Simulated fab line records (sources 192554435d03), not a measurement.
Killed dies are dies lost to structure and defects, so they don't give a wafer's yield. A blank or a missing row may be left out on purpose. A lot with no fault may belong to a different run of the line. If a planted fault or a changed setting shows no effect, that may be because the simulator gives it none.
Code-filled problem report in 8D (eight disciplines) form    flow n5 finfet    the parts of the form that need people (team, actions taken, sign-off) are left out

== 1. THE PROBLEM ==
N5_BEOL_M0_SAQP_ETCH_102, oes product au: mean 1.340 a.u. on 2 wafers (1 lot); fault-free wafers 1.008 a.u., standard deviation 0.02. Measured from the usual mean, that is +17 standard deviations.
The step: etches SiO2 in CF4, target depth 4 nm, time 4.4 s.
First observed at day 8 06:16: wafer L308.1, on rie si-06. The record holds 26 wafers of 9 lots with a number at this step. Rule for "out", or "out of limits": more than 4 standard deviations from the usual mean. All remaining wafers that have a number are taken as sound.

== 2. WHAT IT IS AND WHAT IT IS NOT ==
question                     is                      is not
which readings at this step  oes product au          drypump motor current A, he backside leak sccm, throttle valve pct
which lots                   L308                    L299, L300, L301, L302, L311, L319, L320, L321
which wafers of those lots   all that have a number  -
read on which tools          rie si-06               rie si-02, rie si-05
when                         from day 8 06:16        up to then (12 sound wafers); but 12 sound wafers of L311, L319, L320, L321 came after

== 3. WHAT RULES OUT EACH SUSPECT ==
Counting: a tool at a process step up to the reading stays a suspect if it ran every lot that is out and no sound lot after the first of them.
- pecvd-04 at N5_BEOL_M0_SAQP_PECVD_04 (deposits a-Si from SiH4/He, target thk 60 nm, time 60.2 s): ruled out as a lasting fault. The sound lots L319, L321 went through it after L308, its earliest lot that is out (day 8 03:41).
- vapor etch-02 at N5_BEOL_M0_SAQP_RECESS_114 (chemistry HF/NH3, target SiO2, target depth 14.4 nm, afs cycles 3, sublimation time 60 s): ruled out as a lasting fault. The sound lots L319, L320, L321 went through it after L308, its earliest lot that is out (day 8 04:55).
- rie si-06 at N5_BEOL_M0_SAQP_ETCH_102 (etches SiO2 in CF4, target depth 4 nm, time 4.4 s): kept. It ran the lot that is out, L308 (day 8 06:16), and no sound lot after that; its last sound lot up to then is L302 (day 6 14:28). Out on those wafers are its own readings of oes product au.
After counting, what remains is rie si-06 at N5_BEOL_M0_SAQP_ETCH_102.

== 4. THE CAUSE (what the simulator had put in) ==
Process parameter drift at N5_BEOL_M0_SAQP_ETCH_102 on rie si-06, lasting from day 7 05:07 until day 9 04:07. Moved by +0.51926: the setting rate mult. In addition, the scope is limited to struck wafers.
Counting left only this tool.

== 5. THE CHAIN OF EFFECTS, in route order ==
Rows list readings where the struck wafers' mean (over those with a number) sits beyond 3 standard deviations from the usual. Only readings whose record carries a usual standard deviation are examined. hours: median over the lots of the time between each lot's start at the first step of this table that gives one and its start at this step. sigmas: the change, counted in usual standard deviations.
hours  step                      reading         usual       on struck wafers  change  sigmas
0      N5_BEOL_M0_SAQP_ETCH_102  oes product au  1.008 a.u.  1.340             +0.332  +17
Here are the process steps it includes:
- N5_BEOL_M0_SAQP_ETCH_102: etches SiO2 in CF4, target depth 4 nm, time 4.4 s.
Later steps that measure or inspect, where all struck wafers having a row at the step show a number for every such reading and not one has moved that far: N5_BEOL_M4_RC_MEAS_101.

== 6. HOW IT WOULD HAVE BEEN CAUGHT EARLIER ==
In this record the first reading out of limits was taken at day 8 06:16, 25 hours after the fault began at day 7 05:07.
